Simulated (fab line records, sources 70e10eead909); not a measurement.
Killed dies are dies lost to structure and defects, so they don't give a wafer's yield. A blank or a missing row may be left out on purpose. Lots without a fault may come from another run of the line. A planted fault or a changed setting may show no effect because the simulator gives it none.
Chamber matching | flow nand_harc | NHARC_A_STAIRCASE_DESCUM_252 on rie_diel-08: 4 sister chambers
The step chemistry O2, time 3 s. 24 wafers are shown with their chamber, then 12 later ones without.

WAFERS WITH THEIR CHAMBER
wafer  | chamber | showerhead_plenum_p_Torr (Torr) | drypump_motor_current_A (A) | oes_product_au (a.u.)
L075.1 | 1       | 1.97                            | 5.2                         | 0.984
L075.2 | 2       | 1.83                            | 5.6                         | 0.990
L075.4 | 3       | 1.87                            | 5.7                         | 1.008
L078.1 | 3       | 1.86                            | 5.6                         | 0.995
L078.2 | 2       | 1.82                            | 5.6                         | 0.990
L078.6 | 0       | 2.00                            | 6.0                         | 0.995
L084.1 | 1       | 1.96                            | 5.2                         | 0.995
L084.4 | 2       | 1.82                            | 5.6                         | 1.003
L084.6 | 2       | 1.82                            | 5.6                         | 1.001
L086.2 | 1       | 1.96                            | 5.2                         | 0.990
L086.5 | 1       | 1.96                            | 5.2                         | 0.986
L086.6 | 3       | 1.86                            | 5.6                         | 0.998
L085.2 | 0       | 1.99                            | 6.0                         | 1.003
L085.4 | 1       | 1.96                            | 5.1                         | 0.999
L085.6 | 0       | 1.99                            | 6.0                         | 0.998
L089.3 | 1       | 1.96                            | 5.2                         | 0.980
L089.4 | 3       | 1.86                            | 5.7                         | 0.999
L089.6 | 2       | 1.82                            | 5.6                         | 1.009
L090.1 | 2       | 1.82                            | 5.6                         | 0.998
L090.5 | 2       | 1.82                            | 5.6                         | 0.994
L090.6 | 3       | 1.86                            | 5.7                         | 1.010
L091.1 | 0       | 1.99                            | 6.0                         | 1.007
L091.3 | 2       | 1.82                            | 5.6                         | 0.995
L091.6 | 2       | 1.82                            | 5.6                         | 0.990

SIGNATURES (means of the wafers above)
reading                  | chamber 0 | chamber 1 | chamber 2 | chamber 3 | scatter within a chamber
showerhead_plenum_p_Torr | 1.9925    | 1.9617    | 1.8211    | 1.8620    | 0.00404
drypump_motor_current_A  | 6.000     | 5.183     | 5.600     | 5.660     | 0.0319
oes_product_au           | 1.00075   | 0.98900   | 0.99667   | 1.00200   | 0.00658
Rule: a wafer's distance from a chamber is the root of the sum, over the readings, of the square of ((its reading less the chamber's mean) divided by the reading's scatter). The wafer belongs to the nearest chamber; if the next one is less than 2 further off, it can't be placed. The scatter: the root of (the sum of the squares of (reading less its chamber's mean) over the shown wafers, divided by (wafers less chambers)).

WAFERS WITHOUT THEIR CHAMBER
wafer  | showerhead_plenum_p_Torr (Torr) | drypump_motor_current_A (A) | oes_product_au (a.u.)
L088.3 | 1.86                            | 5.7                         | 0.996
L088.4 | 1.82                            | 5.6                         | 0.996
L088.5 | 1.86                            | 5.7                         | 0.997
L095.1 | 1.99                            | 6.0                         | 0.993
L095.5 | 1.81                            | 5.6                         | 1.006
L095.6 | 1.85                            | 5.7                         | 1.001
L093.1 | 1.81                            | 5.6                         | 0.998
L093.2 | 1.99                            | 6.0                         | 1.000
L093.4 | 1.96                            | 5.2                         | 0.989
L097.3 | 1.81                            | 5.6                         | 1.005
L097.5 | 1.95                            | 5.2                         | 0.993
L097.6 | 1.99                            | 6.0                         | 0.999

WHICH CHAMBER EACH WENT THROUGH
wafer  | from the rows above | in truth
L088.3 | 3                   | 3
L088.4 | 2                   | 2
L088.5 | 3                   | 3
L095.1 | 0                   | 0
L095.5 | 2                   | 2
L095.6 | 3                   | 3
L093.1 | 2                   | 2
L093.2 | 0                   | 0
L093.4 | 1                   | 1
L097.3 | 2                   | 2
L097.5 | 1                   | 1
L097.6 | 0                   | 0
Placed correctly: 12 of 12. Can't be placed from these rows: 0. Placed wrongly: 0.
